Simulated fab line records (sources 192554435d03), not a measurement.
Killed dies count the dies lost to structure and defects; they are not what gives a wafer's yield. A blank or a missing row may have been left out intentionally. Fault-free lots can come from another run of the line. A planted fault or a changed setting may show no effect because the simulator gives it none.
Which tool did it?	flow n5_finfet	66 wafers from 22 lots sampled at 6 of the route's 1938 steps

== WHAT THE GAUGES READ, wafer by wafer ==
N5_SDB_INSPECT_13: inspects for defects (brightfield). Usual: 74 for raw_defect_count, sd 29.
lot	measured	on	raw_defect_count	flag
L074	day 3 18:10	defect_inspect-01	114 123 130	
L075	day 3 23:58	defect_inspect-02	72 119 67	
L076	day 4 07:11	defect_inspect-01	43 59 90	
L077	day 4 12:12	defect_inspect-02	66 84 76	
L079	day 4 23:52	defect_inspect-02	88 61 85	
L080	day 5 05:53	defect_inspect-01	41 78 65	
L081	day 5 16:10	defect_inspect-01	74 56 53	
L082	day 5 22:17	defect_inspect-01	115 77 50	
L083	day 6 04:57	defect_inspect-02	41 48 166	
L084	day 6 06:29	defect_inspect-02	122 111 68	
L085	day 6 15:16	defect_inspect-02	58 40 77	
L086	day 6 23:46	defect_inspect-02	89 33 59	
L087	day 7 02:35	defect_inspect-02	58 58 44	
L088	day 7 06:14	defect_inspect-01	49 37 33	
L089	day 7 13:35	defect_inspect-02	86 44 50	
L090	day 7 17:16	defect_inspect-02	81 72 35	
L091	day 8 01:34	defect_inspect-02	56 83 114	
L092	day 8 05:34	defect_inspect-02	61 100 143	
L093	day 8 12:17	defect_inspect-02	85 56 68	
L094	day 8 20:00	defect_inspect-01	62 60 63	
L096	day 9 06:50	defect_inspect-02	60 48 105	
L097	day 9 11:27	defect_inspect-02	83 69 110	

N5_GATE_CUT_CD_MEAS_13 targets a cd of 20 nm. Usual: 20.10 nm for cd_nm, sd 0.27.
lot	measured	on	cd_nm (nm)	flag
L074	day 4 13:36	cd_sem-03	20.21 20.66 20.65	
L075	day 4 20:49	cd_sem-03	20.33 20.06 19.64	
L076	day 5 03:58	cd_sem-02	19.83 20.81 20.41	
L077	day 5 06:43	cd_sem-03	20.05 20.11 20.50	
L079	day 5 19:34	cd_sem-02	20.20 20.51 19.94	
L080	day 5 23:23	cd_sem-03	20.07 20.28 20.08	
L081	day 6 10:35	cd_sem-02	20.30 20.74 20.19	
L082	day 6 15:58	cd_sem-01	19.44 19.69 19.41	
L083	day 7 00:07	cd_sem-01	19.85 19.84 20.19	
L084	day 7 00:50	cd_sem-03	20.45 20.15 20.27	
L085	day 7 09:02	cd_sem-02	20.15 20.10 20.30	
L086	day 7 17:07	cd_sem-02	20.33 20.07 20.04	
L087	day 7 19:41	cd_sem-02	19.79 19.91 19.95	
L088	day 7 23:54	cd_sem-01	20.03 20.28 20.07	
L089	day 8 06:56	cd_sem-01	20.17 20.32 20.16	
L090	day 8 10:48	cd_sem-03	19.93 19.81 19.58	
L091	day 8 18:29	cd_sem-01	20.49 20.15 20.42	
L092	day 9 02:02	cd_sem-01	19.84 19.84 20.15	
L093	day 9 06:53	cd_sem-01	20.06 20.54 19.98	
L094	day 9 13:13	cd_sem-01	19.98 19.88 19.96	
L096	day 10 01:51	cd_sem-01	19.96 19.88 20.17	
L097	day 10 04:55	cd_sem-03	20.47 20.23 20.11	

== WHICH TOOL RAN EACH LOT (tool, then ch and the chambers of the sampled wafers, then the start) ==
lot	N5_SDB_STRIP_21	N5_HKMG_FIN_ETCH_35	N5_HKMG_FIN_STRIP_92	N5_GATE_CUT_PECVD_57
L074	rie_diel-01 ch 0,1,3, day 3 18:26	rie_diel-03 ch 0,1,3, day 4 04:03	rie_diel-03 ch 0,1,3, day 4 04:12	pecvd-04 ch 0,1,2, day 4 12:44
L075	rie_diel-04 ch 1,2,3, day 4 00:24	rie_diel-03 ch 0,1, day 4 09:40	rie_diel-03 ch 0,1, day 4 09:49	pecvd-03 ch 0,2, day 4 20:05
L076	rie_diel-04 ch 0,1,3, day 4 07:25	rie_diel-03 ch 1,2,3, day 4 17:01	rie_diel-03 ch 1,2,3, day 4 17:10	pecvd-04 ch 0,2, day 5 03:07
L077	rie_diel-01 ch 0,1,2, day 4 12:31	rie_diel-04 ch 0,1, day 4 22:10	rie_diel-04 ch 0,1, day 4 22:19	pecvd-03 ch 0,2, day 5 05:51
L079	rie_diel-01 ch 0,2,3, day 5 00:13	rie_diel-01 ch 1,2, day 5 11:28	rie_diel-01 ch 1,2, day 5 11:37	pecvd-01 ch 0,2, day 5 18:42
L080	rie_diel-01 ch 1,2,3, day 5 06:08	rie_diel-03 ch 1,2,3, day 5 15:31	rie_diel-03 ch 1,2,3, day 5 15:40	pecvd-04 ch 0,2, day 5 22:38
L081	rie_diel-01 ch 1,2,3, day 5 16:50	rie_diel-04 ch 1,2,3, day 6 02:21	rie_diel-04 ch 1,2,3, day 6 02:30	pecvd-01 ch 0,1,2, day 6 09:44
L082	rie_diel-03 ch 1,2,3, day 5 22:32	rie_diel-03 ch 0,2, day 6 07:36	rie_diel-03 ch 0,2, day 6 07:45	pecvd-04 ch 0,1, day 6 15:05
L083	rie_diel-03 ch 1,2,3, day 6 05:11	rie_diel-04 ch 0,1,3, day 6 16:12	rie_diel-04 ch 0,1,3, day 6 16:21	pecvd-03 ch 0,1, day 6 23:15
L084	rie_diel-03 ch 0,3, day 6 06:43	rie_diel-01 ch 0,1,3, day 6 16:39	rie_diel-01 ch 0,1,3, day 6 16:48	pecvd-04 ch 0,1, day 6 23:57
L085	rie_diel-03 ch 0,1,2, day 6 15:31	rie_diel-01 ch 0,1,2, day 7 01:14	rie_diel-01 ch 0,1,2, day 7 01:23	pecvd-01 ch 1,2, day 7 08:10
L086	rie_diel-04 ch 0,1,2, day 7 00:01	rie_diel-01 ch 0,1,2, day 7 09:17	rie_diel-01 ch 0,1,2, day 7 09:26	pecvd-04 ch 0,1,2, day 7 16:15
L087	rie_diel-04 ch 2,3, day 7 02:50	rie_diel-01 ch 1,3, day 7 11:55	rie_diel-01 ch 1,3, day 7 12:04	pecvd-04 ch 0,1,2, day 7 18:49
L088	rie_diel-04 ch 1,2,3, day 7 06:29	rie_diel-04 ch 0,1,2, day 7 16:06	rie_diel-04 ch 0,1,2, day 7 16:15	pecvd-04 ch 1,2, day 7 23:10
L089	rie_diel-01 ch 0,1, day 7 13:49	rie_diel-04 ch 0,3, day 7 22:53	rie_diel-04 ch 0,3, day 7 23:02	pecvd-04 ch 0,1,2, day 8 06:04
L090	rie_diel-04 ch 1,3, day 7 17:30	rie_diel-04 ch 1,2, day 8 02:59	rie_diel-04 ch 1,2, day 8 03:08	pecvd-01 ch 0,1,2, day 8 09:55
L091	rie_diel-04 ch 0,1,2, day 8 01:48	rie_diel-04 ch 0,2,3, day 8 10:31	rie_diel-04 ch 0,2,3, day 8 10:40	pecvd-01 ch 1,2, day 8 17:44
L092	rie_diel-01 ch 0,3, day 8 05:49	rie_diel-04 ch 2,3, day 8 15:03	rie_diel-04 ch 2,3, day 8 15:12	pecvd-04 ch 0,1,2, day 9 01:17
L093	rie_diel-01 ch 0,2, day 8 13:13	rie_diel-03 ch 1,2, day 8 22:37	rie_diel-03 ch 1,2, day 8 22:46	pecvd-01 ch 0,1,2, day 9 06:01
L094	rie_diel-03 ch 0,1, day 8 20:14	rie_diel-04 ch 2,3, day 9 05:29	rie_diel-04 ch 2,3, day 9 05:38	pecvd-04 ch 0,1, day 9 12:27
L096	rie_diel-01 ch 0,1,2, day 9 07:07	rie_diel-01 ch 0,1,3, day 9 16:18	rie_diel-01 ch 0,1,3, day 9 16:27	pecvd-01 ch 0,1, day 10 00:58
L097	rie_diel-03 ch 0,1,2, day 9 11:41	rie_diel-01 ch 1,3, day 9 21:04	rie_diel-01 ch 1,3, day 9 21:13	pecvd-01 ch 0,1, day 10 04:08
- N5_SDB_STRIP_21: strips in CF4.
- N5_HKMG_FIN_ETCH_35: etches SOC in N2/H2, target depth 215.8 nm, time 243.4 s.
- N5_HKMG_FIN_STRIP_92: strips SOC in N2/H2, time 20 s.
- N5_GATE_CUT_PECVD_57: deposits SiNx from SiH4/NH3/N2, target thk 21 nm.

== AS READ BY THE TOOLS THEMSELVES (means over the sampled wafers that have a number; for cases with no such wafer, the mark the record gives instead) ==
N5_SDB_STRIP_21. Usual: value, then standard deviation, for each; chamber_pressure_mTorr 50.00 mTorr / 0.043; drypump_motor_current_A 5.6 A / 0.46; oes_product_au 0.76 a.u. / 0.061; power_w 299.9 W / 0.8; rf_vpp_V 271.7 V / 1.4; showerhead_plenum_p_Torr 1.82 Torr / 0.049; throttle_valve_pct 13.52 % / 0.15.
lot	tool	chamber_pressure_mTorr (mTorr)	drypump_motor_current_A (A)	oes_product_au (a.u.)	power_w (W)	rf_vpp_V (V)	showerhead_plenum_p_Torr (Torr)	throttle_valve_pct (%)	flag
L074	rie_diel-01	49.99	5.7	0.81	300.6	273.1	1.85	13.41	
L075	rie_diel-04	49.99	6.0	0.79	298.8	270.9	1.81	13.48	
L076	rie_diel-04	50.00	6.0	0.80	300.1	272.2	1.82	13.59	
L077	rie_diel-01	50.00	5.2	0.74	299.8	271.2	1.79	13.52	
L079	rie_diel-01	49.98	5.6	0.80	300.5	271.2	1.81	13.45	
L080	rie_diel-01	50.01	5.4	0.77	300.2	271.5	1.82	13.51	
L081	rie_diel-01	49.96	5.3	0.77	299.2	271.5	1.82	13.52	
L082	rie_diel-03	49.98	5.5	0.74	299.7	272.2	1.82	13.52	
L083	rie_diel-03	50.01	5.5	0.74	300.3	271.7	1.82	13.53	
L084	rie_diel-03	50.01	5.5	0.76	299.9	271.6	1.86	13.43	
L085	rie_diel-03	49.99	5.3	0.79	300.2	272.1	1.82	13.37	
L086	rie_diel-04	50.04	6.0	0.77	299.9	271.5	1.79	13.64	
L087	rie_diel-04	50.03	6.0	0.71	299.3	271.0	1.79	13.57	
L088	rie_diel-04	50.01	6.0	0.75	299.7	271.3	1.80	13.55	
L089	rie_diel-01	49.99	5.5	0.74	300.0	271.2	1.81	13.52	
L090	rie_diel-04	49.98	5.9	0.76	300.2	271.7	1.83	13.58	
L091	rie_diel-04	50.01	6.1	0.76	300.4	271.8	1.79	13.64	
L092	rie_diel-01	49.97	5.9	0.77	300.8	272.2	1.83	13.45	
L093	rie_diel-01	49.99	5.5	0.73	299.7	270.2	1.77	13.54	
L094	rie_diel-03	49.94	5.3	0.78	299.6	272.6	1.85	13.35	
L096	rie_diel-01	49.97	5.2	0.71	300.3	270.7	1.78	13.62	
L097	rie_diel-03	49.97	5.3	0.76	299.8	272.1	1.82	13.43	

N5_HKMG_FIN_ETCH_35. Usual: chamber_pressure_mTorr 30.000 mTorr, standard deviation 0.027; drypump_motor_current_A 5.7 A, standard deviation 0.44; oes_product_au 0.76 a.u., standard deviation 0.057; rf_vpp_V 141.8 V, standard deviation 1; showerhead_plenum_p_Torr 2.58 Torr, standard deviation 0.068; throttle_valve_pct 17.76 %, standard deviation 0.19.
lot	tool	chamber_pressure_mTorr (mTorr)	drypump_motor_current_A (A)	oes_product_au (a.u.)	rf_vpp_V (V)	showerhead_plenum_p_Torr (Torr)	throttle_valve_pct (%)	flag
L074	rie_diel-03	29.981	5.6	0.77	142.2	2.63	17.64	
L075	rie_diel-03	29.999	5.3	0.82	141.8	2.64	17.48	
L076	rie_diel-03	29.990	5.5	0.76	142.3	2.57	17.68	
L077	rie_diel-04	30.007	6.1	0.81	141.6	2.56	17.96	
L079	rie_diel-01	30.012	5.0	0.73	141.1	2.58	17.91	
L080	rie_diel-03	30.005	5.5	0.75	141.7	2.57	17.69	
L081	rie_diel-04	29.991	6.0	0.78	142.3	2.58	17.75	
L082	rie_diel-03	29.957	5.2	0.80	142.7	2.58	17.52	
L083	rie_diel-04	30.003	6.0	0.78	141.2	2.59	17.89	
L084	rie_diel-01	29.975	5.7	0.79	142.7	2.62	17.68	
L085	rie_diel-01	29.976	5.2	0.74	141.3	2.54	17.84	
L086	rie_diel-01	29.976	5.2	0.73	142.2	2.54	17.86	
L087	rie_diel-01	29.987	5.8	0.82	141.4	2.67	17.63	
L088	rie_diel-04	30.014	6.1	0.76	142.0	2.55	17.87	
L089	rie_diel-04	30.003	6.0	0.73	142.2	2.58	17.87	
L090	rie_diel-04	29.995	6.1	0.74	141.6	2.53	17.74	
L091	rie_diel-04	30.007	6.0	0.72	141.6	2.55	17.84	
L092	rie_diel-04	30.003	6.0	0.71	141.5	2.57	17.73	
L093	rie_diel-03	30.016	5.3	0.77	140.8	2.53	17.63	
L094	rie_diel-04	29.998	6.0	0.71	142.1	2.57	17.74	
L096	rie_diel-01	29.987	5.7	0.76	141.3	2.61	17.72	
L097	rie_diel-01	30.056	5.8	0.80	142.8	2.66	17.66	

N5_HKMG_FIN_STRIP_92. Usual: value, then standard deviation, for each; chamber_pressure_mTorr 49.99 mTorr / 0.069; drypump_motor_current_A 5.7 A / 0.44; oes_product_au 0.76 a.u. / 0.058; power_w 499.8 W / 1.3; rf_vpp_V 54.4 V / 0.84; showerhead_plenum_p_Torr 3.40 Torr / 0.087; throttle_valve_pct 18.86 % / 0.28.
lot	tool	chamber_pressure_mTorr (mTorr)	drypump_motor_current_A (A)	oes_product_au (a.u.)	power_w (W)	rf_vpp_V (V)	showerhead_plenum_p_Torr (Torr)	throttle_valve_pct (%)	flag
L074	rie_diel-03	49.96	5.5	0.78	499.5	54.5	3.46	18.75	
L075	rie_diel-03	49.98	5.3	0.82	499.2	55.1	3.48	18.48	
L076	rie_diel-03	49.98	5.5	0.76	499.3	55.7	3.40	18.84	
L077	rie_diel-04	50.01	6.1	0.81	500.9	54.0	3.39	19.11	
L079	rie_diel-01	49.97	5.0	0.73	500.4	55.1	3.40	19.02	
L080	rie_diel-03	50.03	5.5	0.75	499.4	53.9	3.40	18.85	
L081	rie_diel-04	49.99	6.0	0.77	499.3	54.4	3.40	18.76	
L082	rie_diel-03	50.02	5.2	0.80	499.6	54.1	3.40	18.55	
L083	rie_diel-04	49.98	6.0	0.78	499.1	54.3	3.41	19.01	
L084	rie_diel-01	49.99	5.7	0.79	499.3	54.5	3.46	18.76	
L085	rie_diel-01	50.01	5.2	0.74	499.2	53.6	3.35	19.01	
L086	rie_diel-01	49.98	5.2	0.73	499.7	55.1	3.35	19.03	
L087	rie_diel-01	50.02	5.8	0.82	499.5	54.0	3.52	18.64	
L088	rie_diel-04	49.99	6.1	0.76	499.3	54.7	3.36	18.92	
L089	rie_diel-04	49.99	6.0	0.73	499.4	54.0	3.41	19.03	
L090	rie_diel-04	50.00	6.0	0.74	500.2	53.9	3.35	18.69	
L091	rie_diel-04	49.99	6.0	0.72	498.9	54.0	3.37	18.94	
L092	rie_diel-04	50.01	6.0	0.71	500.8	54.3	3.40	18.80	
L093	rie_diel-03	50.01	5.3	0.76	500.0	54.3	3.34	18.70	
L094	rie_diel-04	50.01	6.0	0.71	498.1	53.7	3.40	18.82	
L096	rie_diel-01	49.99	5.7	0.77	499.6	54.9	3.44	18.81	
L097	rie_diel-01	50.02	5.8	0.81	498.2	54.5	3.51	18.68	

N5_GATE_CUT_PECVD_57. Usual: heater_power_w 852 W, standard deviation 100; showerhead_plenum_p_Torr 5.16 Torr, standard deviation 0.058; throttle_valve_pct 39.8 %, standard deviation 1.8.
lot	tool	heater_power_w (W)	showerhead_plenum_p_Torr (Torr)	throttle_valve_pct (%)	flag
L074	pecvd-04	949	5.17	39.1	
L075	pecvd-03	586	5.04	40.9	
L076	pecvd-04	917	5.18	37.9	
L077	pecvd-03	620	5.07	40.5	
L079	pecvd-01	753	5.17	39.6	
L080	pecvd-04	845	5.19	37.4	
L081	pecvd-01	868	5.19	40.1	
L082	pecvd-04	931	5.12	40.8	
L083	pecvd-03	802	5.14	41.7	
L084	pecvd-04	945	5.15	39.4	
L085	pecvd-01	902	5.24	39.6	
L086	pecvd-04	878	5.16	39.2	
L087	pecvd-04	909	5.16	39.1	
L088	pecvd-04	921	5.15	40.3	
L089	pecvd-04	902	5.17	39.0	
L090	pecvd-01	832	5.18	40.2	
L091	pecvd-01	860	5.23	39.8	
L092	pecvd-04	933	5.16	39.0	
L093	pecvd-01	856	5.19	40.1	
L094	pecvd-04	918	5.13	40.9	
L096	pecvd-01	845	5.16	40.9	
L097	pecvd-01	812	5.14	40.5	

== THE ANSWER, worked out from the rows above alone ==
Rule: a lot counts as off when the mean over its wafers that have a number is more than 3 standard deviations away from the usual mean. A lot without any number at a reading at which 4 lots or more have one is off too. All remaining lots with rows at the step are treated as sound. Order of review: gauges by route order, followed by the tools' own readings, for which a lot's mean as printed above is used. At the first step where some lot is off, the reading lying furthest off is the one used; lots without a number count as furthest.
No lot is off on any of the readings shown, so nothing can be concluded from this.

== WHAT THE SIMULATOR PUT IN ==
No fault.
